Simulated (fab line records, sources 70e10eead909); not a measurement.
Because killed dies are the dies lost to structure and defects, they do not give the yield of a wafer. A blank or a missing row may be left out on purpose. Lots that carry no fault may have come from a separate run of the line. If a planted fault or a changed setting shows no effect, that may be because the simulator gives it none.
fab line records	flow nand_harc
record: lots: 11	wafers: 33	last_day: 33
route steps=1302 shown A_CHANNEL_HOLE_D2@570 END@1302
lots with no fault: from the same line, run without faults
start_h: hours from the record's first day to the start of the lot's first wafer shown	wait_h: hours from the lot's prior step to this one	" same as the row above	L1.1+2: one row covering several wafers at once	- no value present, or no start provided	* or withheld: withheld	< > ~ a bound
route shown NAME@n: NAME is a module with steps in the file, n the number in the route of the first one	usual: average and standard deviation across the fault-free wafers	same: alike in all rows	chamber/n: place in a boat	sites: per-site readings	_std_site: standard deviation across them	_edge_site: the outer-site mean with the inner-site mean subtracted	radius_mm: for every site, how far away it sits from the centre of the wafer	mask NAME#n: copy n	behind: the most recent tool/chamber to have shaped the wafer	hold: reason for holding the lot/hours on hold/outcome of the hold	device: names the non-switching transistor (n, p or np)	end of line: the tests these same wafers got at the end of their route	for a step that has no rows: nothing shown but its recipe	killed: the dies lost at the first sort to structure and to defects; this is not the yield of the wafer	map: per-die view of a wafer (x killed, . not killed, _ where there is no die)
set.NAME: the run value of the setting; set.NAME@STEP: its run value at that earlier step	model.NAME: the simulator's own value behind a step, which no gauge read
one table for each step of the route and one row for each wafer, over a sample of lots
services: a tool's chamber out of use, with start hour (start_h, from the record's first day; less than 0 if before it), hours out, and reason
== steps ==
step: NHARC_A_CHANNEL_HOLE_D2_DEP_00
recipe: target_thk_a: 31000	temp_c: 400	material: aC
usual: throttle_valve_pct: 34.998/0.0094
lot.wafer	tool	chamber	start_h	wait_h	throttle_valve_pct
L570.2	acl_dep-01	0	289.41	0.4	35.006
L570.5	"	0	"	"	35.006
L570.6	"	0	"	"	34.990
L572.1	acl_dep-01	0	311.23	4.5	35.006
L572.2	"	0	"	"	35.000
L572.6	"	0	312.81	6.1	34.992
L573.1	acl_dep-02	0	311.67	4.7	35.007
L573.2	"	0	"	"	34.995
L573.5	"	0	"	"	35.008
L573.1	acl_dep-02	0	314.17	2.2	35.001
L573.2	"	0	"	"	35.008
L573.5	"	0	"	"	34.998
L574.2	acl_dep-03	0	325.42	0.4	34.999
L574.3	"	0	"	"	35.001
L574.6	"	0	"	"	34.993
L574.2	acl_dep-03	0	327.56	1.8	34.979
L574.3	"	0	"	"	34.999
L574.6	"	0	"	"	34.996
L571.1	acl_dep-02	0	358.54	0.1	34.997
L571.2	"	0	"	"	34.994
L571.3	"	0	"	"	35.002
L580.1	acl_dep-03	0	379.36	1.9	34.990
L580.2	"	0	"	"	35.009
L580.6	"	0	380.96	3.5	34.996
L580.1	acl_dep-01	0	381.60	1.9	34.995
L580.2	"	0	"	"	35.004
L580.6	"	0	383.19	1.9	34.975
L585.1	acl_dep-02	0	440.49	3.4	35.003
L585.4	"	0	"	"	34.995
L585.5	"	0	"	"	34.979
L589.3	acl_dep-02	0	475.13	1.2	35.002
L589.5	"	0	"	"	34.997
L589.6	"	0	"	"	35.002
L590.1	acl_dep-02	0	496.36	1.9	34.997
L590.4	"	0	"	"	34.991
L590.5	"	0	"	"	34.995
L591.1	acl_dep-03	0	497.18	2.6	34.991
L591.5	"	0	498.47	3.9	35.003
L591.6	"	0	"	"	34.977
L592.1	acl_dep-02	0	498.25	3.4	35.004
L592.3	"	0	"	"	34.988
L592.5	"	0	"	"	35.008
step: NHARC_A_CHANNEL_HOLE_D2_DESCUM_15
recipe: time_s: 3	o2_flow_sccm: 200	ar_flow_sccm: 0	bias_power_w: 0	chemistry: O2
usual: drypump_motor_current_A: 5.8/0.38	o2_flow_sccm: 199.9/0.56	oes_product_au: 1.003/0.0092	rf_vpp_V: 57.9/0.82	showerhead_plenum_p_Torr: 1.95/0.074	throttle_valve_pct: 11.312/0.0094
lot.wafer	tool	chamber	start_h	wait_h	drypump_motor_current_A	o2_flow_sccm	oes_product_au	rf_hours_counter_h	rf_vpp_V	showerhead_plenum_p_Torr	throttle_valve_pct
L570.2	rie_diel-11	0	291.92	0.1	5.7	199.4	1.005	0.3	57.9	1.84	11.309
L570.6	"	0	"	"	5.7	200.2	1.003	-	57.9	1.84	11.319
L570.5	"	2	"	"	5.7	199.6	1.018	-	58.3	1.97	11.303
L572.1	rie_diel-11	1	314.06	0.1	5.2	199.8	0.998	0.3	56.3	1.96	11.321
L572.2	"	2	"	"	5.7	199.3	1.007	1.9	58.6	1.97	11.317
L572.6	"	1	"	"	5.2	199.6	0.997	-	57.9	1.96	11.305
L573.1	rie_diel-02	3	316.99	0.1	6.1	199.8	1.014	6.0	57.0	1.94	11.307
L573.2	"	0	"	"	6.0	200.3	1.005	6.0	57.0	2.01	11.310
L573.5	"	3	"	"	6.1	199.0	1.019	-	57.5	1.94	11.341
L574.3	rie_diel-11	0	330.74	0.2	5.7	199.2	0.988	2.6	56.6	1.84	11.306
L574.2	"	1	"	"	5.2	199.8	0.989	1.1	57.9	1.96	11.302
L574.6	"	3	"	"	6.4	200.4	0.991	-	57.2	1.88	11.297
L571.1	rie_diel-02	0	361.73	0.1	6.0	199.3	1.003	8.7	57.8	2.01	11.322
L571.3	"	2	"	"	6.1	200.2	0.994	8.6	57.8	2.00	11.307
L571.2	"	3	"	"	6.1	200.6	1.008	9.6	57.3	1.94	11.323
L580.1	rie_diel-02	1	384.38	0.1	6.2	200.0	1.021	11.2	58.3	1.92	11.324
L580.2	"	2	"	"	6.1	199.7	1.007	10.5	58.1	2.00	11.315
L580.6	"	1	"	"	6.1	200.6	1.015	-	58.0	1.92	11.308
L585.1	rie_diel-02	3	443.36	0.1	6.1	199.0	1.009	1.6	57.8	1.94	11.310
L585.4	"	0	"	"	6.0	200.1	1.013	1.8	58.2	2.01	11.298
L585.5	"	3	"	"	6.1	199.6	1.016	-	57.8	1.94	11.312
L589.3	rie_diel-03	2	477.34	0.1	5.4	200.1	0.996	0.0	57.8	1.81	11.316
L589.6	"	2	"	"	5.4	199.6	0.999	-	57.4	1.81	11.310
L589.5	"	3	"	"	5.9	199.5	0.991	-	58.8	2.00	11.318
L590.4	rie_diel-02	1	499.05	0.1	6.1	199.8	1.005	5.2	57.7	1.92	11.306
L590.1	"	2	"	"	6.1	200.1	1.005	5.3	59.3	2.00	11.327
L590.5	"	2	"	"	6.1	200.5	1.001	-	58.2	2.00	11.296
L591.1	rie_diel-02	3	500.06	0.1	6.2	199.9	1.015	5.5	57.5	1.94	11.293
L591.6	"	1	"	"	6.1	198.7	1.000	-	58.6	1.92	11.318
L591.5	"	2	"	"	6.1	200.2	0.995	-	57.1	2.00	11.313
L592.3	rie_diel-11	2	500.93	0.1	5.7	200.4	1.004	3.6	57.5	1.96	11.322
L592.1	"	3	"	"	6.4	200.6	0.989	3.7	57.8	1.88	11.315
L592.5	"	2	"	"	5.7	199.9	1.005	-	59.2	1.96	11.298
step: NHARC_A_CHANNEL_HOLE_D2_ETCH_16
recipe: target_depth_a: 31000	over_etch_frac: 0.3	time_s: 806	ion_energy_ev: 150	o2_flow_sccm: 400	cos_flow_sccm: 20	ar_flow_sccm: 0	rf_w: 500	bias_w: 300	chemistry: O2/COS
usual: drypump_motor_current_A: 5.8/0.4	o2_flow_sccm: 400.1/1.2	oes_product_au: 1.002/0.0096	rf_vpp_V: 315.0/1.9	showerhead_plenum_p_Torr: 3.18/0.11	throttle_valve_pct: 28.332/0.0089
lot.wafer	tool	chamber	start_h	wait_h	drypump_motor_current_A	o2_flow_sccm	oes_product_au	rf_hours_counter_h	rf_vpp_V	showerhead_plenum_p_Torr	throttle_valve_pct
L570.2	rie_diel-11	0	292.72	0.1	5.7	401.1	1.005	0.9	313.1	3.01	28.343
L570.5	"	0	"	"	5.7	401.1	0.992	-	311.9	3.01	28.329
L570.6	"	2	"	"	5.7	400.5	1.014	-	314.9	3.21	28.321
L572.2	rie_diel-11	0	-	-	5.7	398.2	0.995	2.2	312.3	3.01	28.356
L572.1	"	3	"	"	6.4	401.7	0.988	0.7	312.7	3.08	28.323
L572.6	"	0	"	"	5.7	398.4	1.001	-	310.6	3.01	28.343
L573.2	rie_diel-02	0	-	-	6.0	400.6	0.995	6.4	315.6	3.28	28.326
L573.1	"	3	"	"	6.1	398.5	1.017	6.4	315.0	3.16	28.328
L573.5	"	0	"	"	6.0	398.7	1.003	-	317.2	3.28	28.329
L574.3	rie_diel-11	3	-	-	6.5	402.9	0.994	1.3	312.3	3.08	28.339
L574.2	"	2	"	"	5.7	401.9	1.010	2.8	314.8	3.20	28.339
L574.6	"	3	"	"	6.5	400.3	0.998	-	314.3	3.08	28.319
L571.3	rie_diel-02	1	-	-	6.2	400.4	1.004	9.7	314.4	3.14	28.318
L571.1	"	2	"	"	6.1	396.9	0.996	8.9	316.1	3.26	28.321
L571.2	"	3	"	"	6.1	402.7	1.005	10.0	314.2	3.16	28.333
L580.2	rie_diel-02	2	-	-	6.1	400.4	0.996	10.7	316.9	3.26	28.327
L580.1	"	0	"	"	6.0	401.5	0.997	10.9	316.4	3.27	28.343
L580.6	"	3	"	"	6.1	400.3	1.009	-	315.8	3.16	28.328
L585.1	rie_diel-02	3	-	-	6.1	398.6	1.016	2.0	315.8	3.16	28.331
L585.4	"	1	"	"	6.1	402.2	1.004	2.8	313.1	3.14	28.319
L585.5	"	2	"	"	6.1	400.1	1.009	-	316.3	3.26	28.336
L589.3	rie_diel-03	1	-	-	5.8	401.6	1.010	0.4	316.4	3.29	28.329
L589.6	"	3	"	"	5.9	399.3	1.003	-	313.7	3.25	28.325
L589.5	"	0	"	"	5.0	399.6	1.001	-	317.9	3.32	28.338
L590.4	rie_diel-02	3	-	-	6.2	399.5	1.012	5.1	313.9	3.16	28.332
L590.1	"	0	"	"	6.0	401.7	1.006	5.5	315.9	3.27	28.312
L590.5	"	3	"	"	6.1	401.0	0.997	-	315.1	3.16	28.326
L591.1	rie_diel-02	3	-	-	6.2	400.9	1.010	5.8	315.3	3.16	28.348
L591.6	"	0	"	"	6.1	398.8	1.009	-	316.8	3.27	28.323
L591.5	"	1	"	"	6.1	400.3	1.010	-	316.1	3.14	28.335
L592.1	rie_diel-11	3	-	-	6.4	399.0	0.987	4.1	314.1	3.07	28.329
L592.3	"	1	"	"	5.2	402.5	0.994	4.1	315.5	3.19	28.328
L592.5	"	2	"	"	5.7	400.1	0.986	-	315.8	3.20	28.330
step: NHARC_A_CHANNEL_HOLE_D2_ETCH_20
recipe: bias_v: 3000	source_w: withheld	pressure_mtorr: 20	time_s: 361.9	ar_flow_sccm: 375	c4f8_flow_sccm: 89.3	o2_flow_sccm: 35.7	temp_c: -20	target_depth_a: 16000	chemistry: C4F8/O2/Ar
usual: drypump_motor_current_A: 5.9/0.48	o2_flow_sccm: 35.72/0.11	showerhead_plenum_p_Torr: 3.60/0.052	throttle_valve_pct: 32.155/0.0083
lot.wafer	tool	chamber	start_h	wait_h	drypump_motor_current_A	o2_flow_sccm	rf_hours_counter_h	showerhead_plenum_p_Torr	throttle_valve_pct
L570.2	har_etch-02	1	293.84	0.1	5.1	35.76	356	3.67	32.172
L570.6	"	1	"	"	5.1	35.82	-	3.67	32.156
L570.5	"	0	"	"	6.4	35.66	-	3.65	32.164
L572.1	har_etch-01	1	317.57	0.1	5.8	35.58	160	3.66	32.151
L572.2	"	0	"	"	6.2	35.58	160	3.55	32.146
L572.6	"	1	"	"	5.8	35.74	-	3.66	32.151
L573.1	har_etch-02	1	318.61	0.2	5.1	35.97	371	3.66	32.144
L573.2	"	1	"	"	5.2	35.82	-	3.66	32.154
L573.5	"	1	"	"	5.1	35.75	-	3.66	32.169
L574.2	har_etch-01	0	332.03	0.1	6.2	35.75	168	3.55	32.156
L574.3	"	0	"	"	6.2	35.59	-	3.55	32.146
L574.6	"	0	"	"	6.2	35.81	-	3.55	32.149
L571.2	har_etch-02	1	363.07	0.1	5.1	35.76	405	3.64	32.176
L571.1	"	0	"	"	6.4	35.69	382	3.64	32.170
L571.3	"	1	"	"	5.1	35.58	-	3.64	32.144
L580.2	har_etch-01	0	385.68	0.1	6.2	35.63	210	3.53	32.137
L580.1	"	1	"	"	5.8	35.74	210	3.63	32.153
L580.6	"	0	"	"	6.2	35.92	-	3.53	32.158
L585.1	har_etch-01	0	446.75	0.1	6.2	35.80	249	3.51	32.136
L585.4	"	1	"	"	5.8	35.70	-	3.61	32.156
L585.5	"	0	"	"	6.2	35.91	-	3.50	32.144
L589.3	har_etch-01	1	478.74	0.2	5.8	35.73	-	3.60	32.160
L589.6	"	1	"	"	5.8	35.56	-	3.60	32.152
L589.5	"	0	"	"	6.3	35.74	-	3.49	32.158
L590.1	har_etch-02	0	500.34	0.1	6.4	35.72	57	3.60	32.157
L590.4	"	0	"	"	6.4	35.60	-	3.60	32.151
L590.5	"	0	"	"	6.5	35.65	-	3.60	32.152
L591.1	har_etch-01	0	502.45	0.1	6.2	35.82	279	3.49	32.153
L591.5	"	1	"	"	5.8	35.87	-	3.59	32.170
L591.6	"	0	"	"	6.2	35.59	-	3.49	32.148
L592.1	har_etch-02	0	504.51	0.1	6.5	35.62	61	3.60	32.144
L592.3	"	0	"	"	6.5	35.63	-	3.60	32.164
L592.5	"	0	"	"	6.5	35.76	-	3.60	32.162
step: NHARC_END_SORT_01
recipe: temp_c: 25
usual: killed_at_array: 55/22	killed_at_other: 1.1/1.4	killed_at_periphery: 4/3.2	killed_dies: 59/22	killed_open: 3.3/1.8	killed_short: 2.5/1.5
same: gross_dies: 677
lot.wafer	tool	chamber	start_h	wait_h	killed_at_array	killed_at_other	killed_at_periphery	killed_dies	killed_open	killed_short
L573.1	prober-01	0	579.97	2.5	672	4	1	677	4	4
L573.2	prober-01	0	580.77	2.8	674	2	1	677	4	5
L573.5	prober-01	0	583.16	3.7	675	0	2	677	2	2
L574.2	prober-02	0	600.87	2.8	674	1	2	677	2	1
L574.3	prober-02	0	601.68	3.1	673	1	3	677	5	3
L574.6	prober-02	0	604.09	4.0	674	2	1	677	4	2
L580.1	prober-02	0	653.07	2.5	667	0	10	677	3	2
L580.2	prober-02	0	653.87	2.8	669	0	8	677	4	6
L580.6	prober-02	0	657.05	4.0	673	0	4	677	4	1
killed by level:class
L573.1 A_CHANNEL_HOLE_D2:area_dep=618 A_SLIT:chamber_film_flake=20 A_CHANNEL_HOLE_D2:chamber_film_flake=10 A_CONTACT:chamber_film_flake=8 THIN_TSV:chamber_film_flake=4 A_CHANNEL_FILL_D2:chamber_film_flake=3 A_WL_FILL:chamber_film_flake=2 A_DECK1_JOINT:chamber_film_flake=2
L573.2 A_CHANNEL_HOLE_D2:area_dep=612 A_SLIT:chamber_film_flake=23 A_CHANNEL_HOLE_D2:chamber_film_flake=13 A_CHANNEL_FILL_D2:chamber_film_flake=5 A_CONTACT:chamber_film_flake=5 A_CHANNEL_HOLE_D1:geometric_particle:open=2 A_WL_FILL:geometric_particle:short=2 A_CHANNEL_HOLE_D1:chamber_film_flake=2
L573.5 A_CHANNEL_HOLE_D2:area_dep=612 A_SLIT:chamber_film_flake=25 A_CHANNEL_HOLE_D2:chamber_film_flake=16 A_CONTACT:chamber_film_flake=9 A_CHANNEL_FILL_D2:chamber_film_flake=6 A_CHANNEL_HOLE_D1:chamber_film_flake=2 P_CONTACT:geometric_particle:short=1 A_SOURCE_PLATE:geometric_particle:open=1
L574.2 A_CHANNEL_HOLE_D2:area_dep=652 A_CHANNEL_HOLE_D2:chamber_film_flake=9 A_BONDPAD:chamber_film_flake=5 A_STAIRCASE:chamber_film_flake=3 A_DECK1_JOINT:chamber_film_flake=2 P_M0:geometric_particle:open=1 A_DECK1_JOINT:geometric_particle:open=1 A_WL_FILL:geometric_particle:short=1
L574.3 A_CHANNEL_HOLE_D2:area_dep=653 A_CHANNEL_HOLE_D2:chamber_film_flake=5 A_CHANNEL_HOLE_D1:chamber_film_flake=4 A_BONDPAD:chamber_film_flake=4 A_ONON_D1:geometric_particle:short=2 A_WL_FILL:geometric_particle:open=2 P_GATE:geometric_particle:open=1 P_CONTACT:geometric_particle:short=1
L574.6 A_CHANNEL_HOLE_D2:area_dep=652 A_CHANNEL_HOLE_D2:chamber_film_flake=9 A_CHANNEL_HOLE_D1:chamber_film_flake=3 A_CHANNEL_FILL_D1:geometric_particle:open=2 A_CONTACT:chamber_film_flake=2 THIN_TSV:chamber_film_flake=2 A_ONON_D1:geometric_particle:open=1 A_CHANNEL_HOLE_D1:geometric_particle:short=1
L580.1 A_CHANNEL_HOLE_D2:area_dep=626 A_CHANNEL_HOLE_D2:chamber_film_flake=17 A_CONTACT:chamber_film_flake=10 A_CHANNEL_HOLE_D1:chamber_film_flake=6 A_STAIRCASE:chamber_film_flake=3 P_GATE:chamber_film_flake=2 P_BONDPAD:chamber_film_flake=2 A_SLIT:chamber_film_flake=2
L580.2 A_CHANNEL_HOLE_D2:area_dep=629 A_CHANNEL_HOLE_D2:chamber_film_flake=19 A_CHANNEL_HOLE_D1:chamber_film_flake=6 A_STAIRCASE:chamber_film_flake=4 P_CONTACT:geometric_particle:short=2 A_CHANNEL_FILL_D2:geometric_particle:short=2 P_STI:chamber_film_flake=2 P_GATE:chamber_film_flake=2
L580.6 A_CHANNEL_HOLE_D2:area_dep=632 A_CHANNEL_HOLE_D2:chamber_film_flake=17 A_CHANNEL_HOLE_D1:chamber_film_flake=7 A_CONTACT:chamber_film_flake=6 A_CHANNEL_FILL_D2:chamber_film_flake=3 P_BONDPAD:chamber_film_flake=2 A_SLIT:chamber_film_flake=2 P_CONTACT:geometric_particle:open=1
== services ==
tool	chamber	start_h	hours	kind
rie_diel-02	1	270.43	9.6	repair
rie_diel-11	1	282.20	18.1	repair
rie_diel-11	3	283.33	15.0	repair
acl_dep-03	-	284.45	0.8	repair
acl_dep-03	-	301.13	13.0	pm
rie_diel-02	2	301.24	22.0	repair
rie_diel-11	-	311.40	2.0	repair
rie_diel-11	2	338.90	6.1	repair
rie_diel-02	1	345.40	4.9	repair
rie_diel-11	3	354.01	3.1	repair
rie_diel-11	-	354.12	1.2	repair
rie_diel-11	0	365.40	33.4	repair
acl_dep-01	-	368.60	13.0	pm
rie_diel-02	3	370.56	2.7	repair
har_etch-02	-	377.00	17.0	pm
rie_diel-02	-	393.70	9.0	pm
acl_dep-03	-	409.94	8.2	repair
har_etch-01	-	414.29	0.2	repair
acl_dep-02	-	423.76	13.0	pm
rie_diel-11	-	426.39	0.8	repair
rie_diel-11	-	432.50	9.0	pm
rie_diel-02	3	460.90	2.2	repair
rie_diel-02	3	476.12	15.2	repair
acl_dep-03	-	482.35	13.0	pm
== key ==
first_sign: step: NHARC_A_CHANNEL_HOLE_D2_DEP_00	reading: visit	direction: added
effect: step: NHARC_END_SORT_01	reading: killed_dies	direction: up	sigmas: 28	usual: 59	struck: 677
more_kills_born_at: NHARC_A_CHANNEL_HOLE_D2_DEP_00@acl_dep-03: 1957	NHARC_A_CHANNEL_HOLE_D2_DEP_00@acl_dep-01: 1887	NHARC_A_CHANNEL_HOLE_D2_DEP_00@acl_dep-02: 1842
met_at NHARC_A_CHANNEL_HOLE_D2_DEP_00
struck_lots L573,L574,L580
later_rows_left_out L573.1,L573.2,L573.5,L574.2,L574.3,L574.6,L580.1,L580.2,L580.6
tester_left_out L573,L574,L580
not_acting_at NHARC_A_CHANNEL_HOLE_D2_DESCUM_15,NHARC_A_CHANNEL_HOLE_D2_ETCH_16,NHARC_A_CHANNEL_HOLE_D2_ETCH_20
fault: kind: repeated_step_whole	tool: acl_dep-01,acl_dep-02,acl_dep-03	chamber: -	onset_h: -	steps: NHARC_A_CHANNEL_HOLE_D2_DEP_00	times: 1	scope: struck_lots_only
tester_left_out: of these lots the tester's yield and bins aren't shown, on N5 and GAA mostly nor the transistor test; their killed dies are dies lost to structure and defects alone, not to doping, threshold or leakage, so they don't give the yield
later_rows_left_out: the simulator's readings of these wafers behind a module that went badly wrong aren't trusted and aren't shown, but for the sort
